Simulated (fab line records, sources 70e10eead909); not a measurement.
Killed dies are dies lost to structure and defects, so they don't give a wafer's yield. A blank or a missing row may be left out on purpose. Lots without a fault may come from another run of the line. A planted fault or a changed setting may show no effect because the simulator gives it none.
Chamber matching | flow nand_harc | NHARC_P_M2_DESCUM_14 on rie_diel-03: 4 sister chambers
The step chemistry O2, time 3 s. 8 wafers are shown with their chamber, then 7 later ones without.

WAFERS WITH THEIR CHAMBER
wafer  | chamber | showerhead_plenum_p_Torr (Torr) | drypump_motor_current_A (A)
L081.4 | 3       | 1.85                            | 5.17
L087.4 | 1       | 1.85                            | 5.24
L087.6 | 0       | 1.94                            | 5.73
L087.1 | 2       | 1.99                            | 5.73
L087.3 | 1       | 1.85                            | 5.25
L087.5 | 2       | 1.99                            | 5.77
L090.2 | 3       | 1.84                            | 5.18
L090.3 | 0       | 1.94                            | 5.67

WAFERS WITHOUT THEIR CHAMBER
wafer  | showerhead_plenum_p_Torr (Torr) | drypump_motor_current_A (A)
L090.6 | 1.94                            | 5.66
L090.1 | 1.85                            | 5.26
L090.4 | 1.98                            | 5.75
L090.5 | 1.85                            | 5.26
L091.1 | 1.85                            | 5.26
L091.3 | 1.94                            | 5.64
L091.6 | 1.84                            | 5.16

WHICH CHAMBER EACH WENT THROUGH
wafer  | from the rows above | in truth
L090.6 | 0                   | 0
L090.1 | 1                   | 1
L090.4 | 2                   | 2
L090.5 | 1                   | 1
L091.1 | 1                   | 1
L091.3 | 0                   | 0
L091.6 | 3                   | 3
Placed correctly: 7 of 7. Can't be placed from these rows: 0. Placed wrongly: 0.
How it was worked out, from the rows above alone: a wafer's distance from a chamber is the root of the sum, over the readings, of the square of ((its reading less the chamber's mean) divided by the reading's scatter). The wafer belongs to the nearest chamber; if the next one is less than 2 further off, it can't be placed. A chamber's mean is the mean of its shown wafers. The scatter: the root of (the sum of the squares of (reading less its chamber's mean) over the shown wafers, divided by (wafers less chambers)).
